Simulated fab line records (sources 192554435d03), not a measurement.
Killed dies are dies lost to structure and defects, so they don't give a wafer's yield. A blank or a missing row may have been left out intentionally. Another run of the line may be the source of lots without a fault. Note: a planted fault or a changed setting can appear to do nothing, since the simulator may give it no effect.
Which of the tools did it? + flow n5 finfet + 21 lots, 63 wafers sampled, at 6 steps of a route of 1938

WHAT EACH GAUGE READ, for each wafer
The record holds no reading of a measuring or inspecting step that can be judged against a usual standard deviation.

EACH LOT AND THE TOOL THAT RAN IT (in order: tool; ch and the chambers of the sampled wafers; start)
| lot  | N5_GATE_CUT_VAPOR_ETCH_60         | N5_GATE_CUT_PECVD_57           | N5_GATE_CUT_HM_DEP_46          | N5_GATE_CUT_HM_OPEN_40             | N5_GATE_CUT_ETCH_19                | N5_GATE_CUT_CUT_ETCH_54           |
|------|-----------------------------------|--------------------------------|--------------------------------|------------------------------------|------------------------------------|-----------------------------------|
| L074 | rie metal-01 ch 0, day 4 08:51    | pecvd-02 ch 1,2, day 4 11:25   | pecvd-02 ch 0,2, day 4 11:49   | rie diel-04 ch 0,2,3, day 4 12:34  | rie diel-04 ch 0,2,3, day 4 12:41  | rie metal-02 ch 0, day 4 12:52    |
| L075 | rie metal-02 ch 0,1, day 4 15:12  | pecvd-02 ch 0,1,2, day 4 17:46 | pecvd-01 ch 0,2, day 4 18:11   | rie diel-03 ch 0,1,3, day 4 19:09  | rie diel-03 ch 0,1,3, day 4 19:17  | rie metal-01 ch 0,1, day 4 19:28  |
| L076 | rie metal-03 ch 0,1, day 4 22:58  | pecvd-03 ch 0,1, day 5 02:09   | pecvd-01 ch 0,2, day 5 02:34   | rie diel-04 ch 0,2, day 5 03:20    | rie diel-04 ch 0,2, day 5 03:27    | rie metal-01 ch 1, day 5 03:37    |
| L077 | rie metal-02 ch 0,1, day 5 04:20  | pecvd-02 ch 0,1,2, day 5 06:57 | pecvd-01 ch 1,2, day 5 07:22   | rie diel-03 ch 0,1, day 5 08:09    | rie diel-03 ch 0,1, day 5 08:16    | rie metal-02 ch 0,1, day 5 08:26  |
| L078 | rie metal-03 ch 0, day 5 09:23    | pecvd-02 ch 0,1, day 5 12:01   | pecvd-03 ch 0,1, day 5 12:25   | rie diel-04 ch 0,1,2, day 5 13:04  | rie diel-04 ch 0,1,2, day 5 13:11  | rie metal-03 ch 0,1, day 5 13:21  |
| L079 | rie metal-01 ch 0,1, day 5 14:59  | pecvd-01 ch 1,2, day 5 17:34   | pecvd-02 ch 0,1,2, day 5 17:58 | rie diel-05 ch 0,3, day 5 18:43    | rie diel-05 ch 0,3, day 5 18:50    | rie metal-01 ch 0,1, day 5 19:01  |
| L080 | rie metal-03 ch 0,1, day 5 20:01  | pecvd-02 ch 1,2, day 5 22:35   | pecvd-03 ch 1,2, day 5 22:59   | rie diel-04 ch 0,1,2, day 5 23:37  | rie diel-04 ch 0,1,2, day 5 23:44  | rie metal-03 ch 0,1, day 5 23:55  |
| L081 | rie metal-01 ch 0,1, day 6 04:20  | pecvd-03 ch 1,2, day 6 07:02   | pecvd-03 ch 0,1, day 6 07:26   | rie diel-04 ch 0,1, day 6 08:12    | rie diel-04 ch 0,1, day 6 08:19    | rie metal-02 ch 0,1, day 6 08:29  |
| L082 | rie metal-02 ch 0,1, day 6 09:07  | pecvd-01 ch 1,2, day 6 11:43   | pecvd-03 ch 0,1, day 6 12:07   | rie diel-03 ch 1,3, day 6 12:52    | rie diel-03 ch 1,3, day 6 12:59    | rie metal-03 ch 0,1, day 6 13:09  |
| L084 | rie metal-03 ch 0, day 6 23:22    | pecvd-03 ch 1,2, day 7 02:07   | pecvd-03 ch 0,1,2, day 7 02:31 | rie diel-04 ch 0,2,3, day 7 03:08  | rie diel-04 ch 0,2,3, day 7 03:16  | rie metal-01 ch 0,1, day 7 03:26  |
| L086 | rie metal-02 ch 0,1, day 7 08:23  | pecvd-02 ch 0,1, day 7 10:57   | pecvd-03 ch 0,1,2, day 7 11:22 | rie diel-05 ch 0,2, day 7 12:00    | rie diel-05 ch 0,2, day 7 12:07    | rie metal-01 ch 0,1, day 7 12:17  |
| L085 | rie metal-02 ch 0,1, day 7 11:44  | pecvd-01 ch 0,1,2, day 7 14:17 | pecvd-01 ch 0,1,2, day 7 14:42 | rie diel-05 ch 1,2, day 7 15:19    | rie diel-05 ch 1,2, day 7 15:26    | rie metal-03 ch 0, day 7 15:43    |
| L087 | rie metal-03 ch 0, day 7 14:47    | pecvd-01 ch 1,2, day 7 17:23   | pecvd-02 ch 0,2, day 7 17:47   | rie diel-03 ch 0,2,3, day 7 18:32  | rie diel-03 ch 0,2,3, day 7 18:39  | rie metal-03 ch 0,1, day 7 18:50  |
| L088 | rie metal-01 ch 0,1, day 7 19:55  | pecvd-02 ch 0,1, day 7 22:49   | pecvd-03 ch 0,1, day 7 23:13   | rie diel-05 ch 0,2, day 8 00:19    | rie diel-05 ch 0,2, day 8 00:26    | rie metal-03 ch 0,1, day 8 00:36  |
| L089 | rie metal-01 ch 0,1, day 8 02:35  | pecvd-02 ch 1,2, day 8 05:09   | pecvd-03 ch 1,2, day 8 05:33   | rie diel-05 ch 1,2,3, day 8 06:11  | rie diel-05 ch 1,2,3, day 8 06:19  | rie metal-01 ch 0,1, day 8 06:30  |
| L090 | rie metal-01 ch 0,1, day 8 07:38  | pecvd-01 ch 0,1,2, day 8 10:49 | pecvd-01 ch 1,2, day 8 11:14   | rie diel-04 ch 0,1,2, day 8 12:11  | rie diel-04 ch 0,1,2, day 8 12:19  | rie metal-03 ch 0,1, day 8 12:29  |
| L091 | rie metal-03 ch 0,1, day 8 10:59  | pecvd-03 ch 0,2, day 8 13:53   | pecvd-01 ch 0,1,2, day 8 14:19 | rie diel-04 ch 1,2,3, day 8 14:56  | rie diel-04 ch 1,2,3, day 8 15:03  | rie metal-02 ch 0,1, day 8 15:13  |
| L093 | rie metal-01 ch 0,1, day 9 02:49  | pecvd-01 ch 0,2, day 9 05:23   | pecvd-01 ch 0,1, day 9 05:48   | rie diel-04 ch 0,1, day 9 06:35    | rie diel-04 ch 0,1, day 9 06:42    | rie metal-02 ch 0,1, day 9 06:52  |
| L095 | rie metal-02 ch 0,1, day 9 14:55  | pecvd-03 ch 0,1, day 9 17:28   | pecvd-01 ch 0,1, day 9 18:01   | rie diel-05 ch 1,2,3, day 9 18:55  | rie diel-05 ch 1,2,3, day 9 19:02  | rie metal-02 ch 0,1, day 9 19:13  |
| L097 | rie metal-01 ch 0,1, day 10 02:37 | pecvd-02 ch 0,2, day 10 05:25  | pecvd-01 ch 1,2, day 10 05:50  | rie diel-04 ch 1,2,3, day 10 06:34 | rie diel-04 ch 1,2,3, day 10 06:42 | rie metal-03 ch 0,1, day 10 06:52 |
| L096 | rie metal-02 ch 1, day 10 03:13   | pecvd-02 ch 0,2, day 10 05:55  | pecvd-03 ch 0,1, day 10 06:19  | rie diel-05 ch 0,1,2, day 10 07:05 | rie diel-05 ch 0,1,2, day 10 07:13 | rie metal-01 ch 0,1, day 10 07:22 |
- N5_GATE_CUT_VAPOR_ETCH_60: etches HfO2 in BCl3/Cl2.
- N5_GATE_CUT_PECVD_57: deposits SiNx from SiH4/NH3/N2, target thk 21 nm.
- N5_GATE_CUT_HM_DEP_46: deposits SiO2 from TEOS/O2, target thk 130 nm, time 26.6 s.
- N5_GATE_CUT_HM_OPEN_40: chemistry C4F6/O2, target SiO2, target depth 139 nm, time 85.1 s.
- N5_GATE_CUT_ETCH_19: etches SiNx in CH3F/O2, target depth 53.7 nm, time 76.7 s.
- N5_GATE_CUT_CUT_ETCH_54: etches TiN in Cl2/BCl3, target depth 96.7 nm.

WHAT THE TOOLS THEMSELVES READ (means of the sampled wafers that have a number; where no wafer has one, the mark that the record gives instead)
N5_GATE_CUT_VAPOR_ETCH_60.
| lot  | tool         | drypump motor current A (A) | oes product au (a.u.) |
|------|--------------|-----------------------------|-----------------------|
| L074 | rie metal-01 | 6.0                         | 0.71                  |
| L075 | rie metal-02 | 5.5                         | 0.67                  |
| L076 | rie metal-03 | 5.7                         | 0.66                  |
| L077 | rie metal-02 | 5.7                         | 0.71                  |
| L078 | rie metal-03 | 6.3                         | 0.79                  |
| L079 | rie metal-01 | 5.6                         | 0.77                  |
| L080 | rie metal-03 | 6.0                         | 0.72                  |
| L081 | rie metal-01 | 5.8                         | 0.74                  |
| L082 | rie metal-02 | 5.7                         | 0.71                  |
| L084 | rie metal-03 | 6.3                         | 0.80                  |
| L086 | rie metal-02 | 5.7                         | 0.71                  |
| L085 | rie metal-02 | 5.5                         | 0.66                  |
| L087 | rie metal-03 | 6.3                         | 0.78                  |
| L088 | rie metal-01 | 5.8                         | 0.73                  |
| L089 | rie metal-01 | 5.6                         | 0.75                  |
| L090 | rie metal-01 | 5.7                         | 0.75                  |
| L091 | rie metal-03 | 6.0                         | 0.84                  |
| L093 | rie metal-01 | 5.8                         | 0.72                  |
| L095 | rie metal-02 | 5.5                         | 0.65                  |
| L097 | rie metal-01 | 5.8                         | 0.72                  |
| L096 | rie metal-02 | 5.9                         | 0.72                  |

N5_GATE_CUT_PECVD_57.
| lot  | tool     | heater power w (W) | showerhead plenum p Torr (Torr) | throttle valve pct (%) |
|------|----------|--------------------|---------------------------------|------------------------|
| L074 | pecvd-02 | 832                | 5.08                            | 39.1                   |
| L075 | pecvd-02 | 759                | 5.11                            | 39.1                   |
| L076 | pecvd-03 | 786                | 5.00                            | 39.5                   |
| L077 | pecvd-02 | 723                | 5.12                            | 39.0                   |
| L078 | pecvd-02 | 880                | 5.09                            | 38.9                   |
| L079 | pecvd-01 | 652                | 5.02                            | 40.3                   |
| L080 | pecvd-02 | 709                | 5.11                            | 39.6                   |
| L081 | pecvd-03 | 799                | 5.23                            | 38.4                   |
| L082 | pecvd-01 | 641                | 5.06                            | 42.2                   |
| L084 | pecvd-03 | 822                | 5.20                            | 39.6                   |
| L086 | pecvd-02 | 869                | 5.10                            | 39.0                   |
| L085 | pecvd-01 | 672                | 5.02                            | 42.7                   |
| L087 | pecvd-01 | 648                | 5.02                            | 40.7                   |
| L088 | pecvd-02 | 746                | 5.12                            | 38.9                   |
| L089 | pecvd-02 | 793                | 5.09                            | 39.4                   |
| L090 | pecvd-01 | 706                | 5.03                            | 42.6                   |
| L091 | pecvd-03 | 793                | 5.02                            | 38.5                   |
| L093 | pecvd-01 | 768                | 4.98                            | 43.2                   |
| L095 | pecvd-03 | 790                | 4.99                            | 39.6                   |
| L097 | pecvd-02 | 682                | 5.14                            | 39.7                   |
| L096 | pecvd-02 | 619                | 5.15                            | 39.7                   |

N5_GATE_CUT_HM_DEP_46.
| lot  | tool     | heater power w (W) | showerhead plenum p Torr (Torr) | throttle valve pct (%) |
|------|----------|--------------------|---------------------------------|------------------------|
| L074 | pecvd-02 | 400                | 8.36                            | 18.2                   |
| L075 | pecvd-01 | 496                | 8.26                            | 20.2                   |
| L076 | pecvd-01 | 507                | 8.27                            | 19.9                   |
| L077 | pecvd-01 | 460                | 8.27                            | 18.8                   |
| L078 | pecvd-03 | 582                | 8.27                            | 18.5                   |
| L079 | pecvd-02 | 503                | 8.33                            | 18.3                   |
| L080 | pecvd-03 | 627                | 8.37                            | 18.5                   |
| L081 | pecvd-03 | 556                | 8.27                            | 18.6                   |
| L082 | pecvd-03 | 597                | 8.31                            | 18.8                   |
| L084 | pecvd-03 | 592                | 8.33                            | 18.3                   |
| L086 | pecvd-03 | 557                | 8.33                            | 18.3                   |
| L085 | pecvd-01 | 467                | 8.29                            | 19.9                   |
| L087 | pecvd-02 | 412                | 8.34                            | 18.4                   |
| L088 | pecvd-03 | 560                | 8.26                            | 18.5                   |
| L089 | pecvd-03 | 623                | 8.40                            | 17.8                   |
| L090 | pecvd-01 | 408                | 8.29                            | 19.1                   |
| L091 | pecvd-01 | 500                | 8.30                            | 20.0                   |
| L093 | pecvd-01 | 574                | 8.29                            | 20.9                   |
| L095 | pecvd-01 | 442                | 8.31                            | 20.7                   |
| L097 | pecvd-01 | 496                | 8.31                            | 19.7                   |
| L096 | pecvd-03 | 569                | 8.26                            | 18.5                   |

N5_GATE_CUT_HM_OPEN_40.
| lot  | tool        | chamber pressure mTorr (mTorr) | drypump motor current A (A) | etch rf on time s (s) | oes product au (a.u.) | rf vpp V (V) | showerhead plenum p Torr (Torr) | throttle valve pct (%) |
|------|-------------|--------------------------------|-----------------------------|-----------------------|-----------------------|--------------|---------------------------------|------------------------|
| L074 | rie diel-04 | 29.988                         | 6.1                         | 92.3                  | 0.71                  | 665          | 2.90                            | 20.77                  |
| L075 | rie diel-03 | 30.007                         | 6.0                         | 92.9                  | 0.74                  | 668          | 2.82                            | 20.86                  |
| L076 | rie diel-04 | 29.993                         | 6.1                         | 95.1                  | 0.72                  | 666          | 2.89                            | 20.75                  |
| L077 | rie diel-03 | 30.022                         | 6.1                         | 92.6                  | 0.79                  | 665          | 2.80                            | 20.76                  |
| L078 | rie diel-04 | 30.001                         | 6.0                         | 93.3                  | 0.72                  | 667          | 2.90                            | 20.84                  |
| L079 | rie diel-05 | 30.005                         | 5.6                         | 91.7                  | 0.78                  | 669          | 2.97                            | 20.99                  |
| L080 | rie diel-04 | 30.022                         | 6.1                         | 92.4                  | 0.72                  | 667          | 2.89                            | 20.86                  |
| L081 | rie diel-04 | 29.990                         | 5.7                         | 93.6                  | 0.76                  | 669          | 2.95                            | 20.81                  |
| L082 | rie diel-03 | 29.977                         | 5.9                         | 91.4                  | 0.77                  | 669          | 2.80                            | 20.81                  |
| L084 | rie diel-04 | 30.014                         | 6.1                         | 94.4                  | 0.69                  | 664          | 2.89                            | 20.79                  |
| L086 | rie diel-05 | 30.003                         | 5.4                         | 96.0                  | 0.70                  | 666          | 2.90                            | 21.17                  |
| L085 | rie diel-05 | 29.998                         | 5.7                         | 95.3                  | 0.66                  | 668          | 2.94                            | 21.06                  |
| L087 | rie diel-03 | 29.984                         | 5.8                         | 93.2                  | 0.65                  | 668          | 2.82                            | 20.90                  |
| L088 | rie diel-05 | 29.975                         | 5.4                         | 94.7                  | 0.70                  | 666          | 2.90                            | 21.18                  |
| L089 | rie diel-05 | 30.021                         | 5.8                         | 93.5                  | 0.70                  | 668          | 2.96                            | 21.01                  |
| L090 | rie diel-04 | 30.025                         | 6.0                         | 94.4                  | 0.70                  | 667          | 2.89                            | 20.87                  |
| L091 | rie diel-04 | 30.012                         | 6.4                         | 92.9                  | 0.66                  | 664          | 2.83                            | 20.94                  |
| L093 | rie diel-04 | 30.008                         | 5.7                         | 94.3                  | 0.73                  | 668          | 2.94                            | 20.83                  |
| L095 | rie diel-05 | 30.014                         | 5.7                         | 94.3                  | 0.69                  | 668          | 2.96                            | 21.03                  |
| L097 | rie diel-04 | 29.982                         | 6.4                         | 94.8                  | 0.65                  | 663          | 2.83                            | 20.96                  |
| L096 | rie diel-05 | 29.986                         | 5.6                         | 92.8                  | 0.68                  | 666          | 2.91                            | 21.13                  |

N5_GATE_CUT_ETCH_19.
| lot  | tool        | CH3F_flow_sccm (sccm) | chamber pressure mTorr (mTorr) | drypump motor current A (A) | etch rf on time s (s) | oes product au (a.u.) | rf vpp V (V) | showerhead plenum p Torr (Torr) | throttle valve pct (%) |
|------|-------------|-----------------------|--------------------------------|-----------------------------|-----------------------|-----------------------|--------------|---------------------------------|------------------------|
| L074 | rie diel-04 | 29.99                 | 29.976                         | 6.1                         | 77.3                  | 0.67                  | 298.2        | 2.04                            | 16.20                  |
| L075 | rie diel-03 | 30.03                 | 30.033                         | 6.0                         | 75.3                  | 0.69                  | 299.0        | 1.98                            | 16.28                  |
| L076 | rie diel-04 | 30.02                 | 30.001                         | 6.2                         | 76.6                  | 0.68                  | 297.2        | 2.03                            | 16.19                  |
| L077 | rie diel-03 | 30.02                 | 30.011                         | 6.1                         | 74.7                  | 0.75                  | 297.3        | 1.97                            | 16.16                  |
| L078 | rie diel-04 | 29.99                 | 29.961                         | 6.0                         | 77.2                  | 0.68                  | 297.5        | 2.04                            | 16.26                  |
| L079 | rie diel-05 | 30.03                 | 30.027                         | 5.5                         | 75.5                  | 0.74                  | 298.6        | 2.09                            | 16.35                  |
| L080 | rie diel-04 | 30.09                 | 30.018                         | 6.0                         | 77.6                  | 0.67                  | 298.8        | 2.04                            | 16.28                  |
| L081 | rie diel-04 | 30.02                 | 30.027                         | 5.7                         | 76.8                  | 0.71                  | 299.4        | 2.08                            | 16.23                  |
| L082 | rie diel-03 | 30.02                 | 29.979                         | 5.9                         | 75.3                  | 0.72                  | 299.0        | 1.96                            | 16.22                  |
| L084 | rie diel-04 | 29.89                 | 30.004                         | 6.1                         | 77.2                  | 0.66                  | 297.3        | 2.04                            | 16.23                  |
| L086 | rie diel-05 | 30.06                 | 30.011                         | 5.4                         | 77.1                  | 0.67                  | 297.5        | 2.04                            | 16.54                  |
| L085 | rie diel-05 | 29.98                 | 30.014                         | 5.7                         | 77.6                  | 0.62                  | 299.0        | 2.07                            | 16.51                  |
| L087 | rie diel-03 | 29.99                 | 29.971                         | 5.8                         | 76.8                  | 0.62                  | 298.7        | 1.98                            | 16.36                  |
| L088 | rie diel-05 | 29.96                 | 29.959                         | 5.4                         | 77.9                  | 0.66                  | 298.2        | 2.04                            | 16.54                  |
| L089 | rie diel-05 | 30.01                 | 29.998                         | 5.7                         | 77.1                  | 0.66                  | 298.3        | 2.09                            | 16.43                  |
| L090 | rie diel-04 | 30.05                 | 30.010                         | 6.0                         | 76.5                  | 0.66                  | 297.7        | 2.03                            | 16.30                  |
| L091 | rie diel-04 | 29.95                 | 30.003                         | 6.4                         | 77.1                  | 0.62                  | 296.4        | 1.99                            | 16.38                  |
| L093 | rie diel-04 | 30.04                 | 29.977                         | 5.7                         | 76.4                  | 0.69                  | 298.9        | 2.07                            | 16.26                  |
| L095 | rie diel-05 | 30.01                 | 30.012                         | 5.7                         | 76.2                  | 0.65                  | 298.2        | 2.08                            | 16.45                  |
| L097 | rie diel-04 | 29.96                 | 30.006                         | 6.4                         | 77.4                  | 0.62                  | 296.4        | 1.99                            | 16.40                  |
| L096 | rie diel-05 | 30.01                 | 29.988                         | 5.6                         | 77.5                  | 0.63                  | 297.2        | 2.05                            | 16.54                  |

N5_GATE_CUT_CUT_ETCH_54.
| lot  | tool         | chamber pressure mTorr (mTorr) | drypump motor current A (A) | etch rf on time s (s) | oes product au (a.u.) | throttle valve pct (%) |
|------|--------------|--------------------------------|-----------------------------|-----------------------|-----------------------|------------------------|
| L074 | rie metal-02 | 10.006                         | 5.3                         | 36.4                  | 0.58                  | 22.27                  |
| L075 | rie metal-01 | 9.997                          | 5.8                         | 35.9                  | 0.67                  | 22.25                  |
| L076 | rie metal-01 | 9.999                          | 5.4                         | 35.7                  | 0.73                  | 22.67                  |
| L077 | rie metal-02 | 9.999                          | 5.5                         | 36.2                  | 0.61                  | 22.33                  |
| L078 | rie metal-03 | 9.996                          | 5.7                         | 36.8                  | 0.59                  | 22.20                  |
| L079 | rie metal-01 | 9.993                          | 5.6                         | 35.9                  | 0.70                  | 22.47                  |
| L080 | rie metal-03 | 10.004                         | 5.7                         | 37.2                  | 0.59                  | 22.22                  |
| L081 | rie metal-02 | 10.001                         | 5.7                         | 36.4                  | 0.64                  | 22.39                  |
| L082 | rie metal-03 | 10.001                         | 5.7                         | 36.6                  | 0.59                  | 22.20                  |
| L084 | rie metal-01 | 10.004                         | 5.8                         | 36.7                  | 0.66                  | 22.28                  |
| L086 | rie metal-01 | 9.996                          | 5.6                         | 35.8                  | 0.69                  | 22.47                  |
| L085 | rie metal-03 | 9.990                          | 6.3                         | 36.6                  | 0.71                  | 22.38                  |
| L087 | rie metal-03 | 9.994                          | 5.7                         | 36.3                  | 0.85                  | 21.98                  |
| L088 | rie metal-03 | 9.996                          | 5.7                         | 36.8                  | 0.82                  | 21.98                  |
| L089 | rie metal-01 | 10.009                         | 5.7                         | 36.2                  | 0.68                  | 22.48                  |
| L090 | rie metal-03 | 9.998                          | 6.0                         | 36.5                  | 0.76                  | 22.18                  |
| L091 | rie metal-02 | 10.000                         | 5.7                         | 36.6                  | 0.63                  | 22.40                  |
| L093 | rie metal-02 | 10.006                         | 5.5                         | 36.8                  | 0.59                  | 22.36                  |
| L095 | rie metal-02 | 10.001                         | 5.7                         | 36.5                  | 0.62                  | 22.41                  |
| L097 | rie metal-03 | 10.006                         | 6.0                         | 36.3                  | 0.74                  | 22.19                  |
| L096 | rie metal-01 | 10.001                         | 5.6                         | 35.9                  | 0.68                  | 22.48                  |

THE ANSWER, worked out from the rows above alone
Rule: the lots themselves supply what counts as usual. The widest of any qualifying gaps counts: lots, ordered by their means at a reading, are off when they make up no more than a third of the lots, leave a main group of 4 or more, and stand apart from it by 3 or more times the standard deviation of that group's means. A main group is skipped when, at the precision printed for the reading in the tables above, its means are all equal. Also off: a lot with no number at a reading for which 4 or more lots have one. Any other lot the step has rows for is counted as sound. The gauges are gone through in route order, then the tools' own readings, and for those a lot's mean is taken as printed above. The first step at which some lot is off is used, and at that step the reading that is off furthest; a lot without a number counts as furthest.
Across all readings shown, no lot is off: no conclusion can be drawn from this.

WHAT THE SIMULATOR HAD PUT IN
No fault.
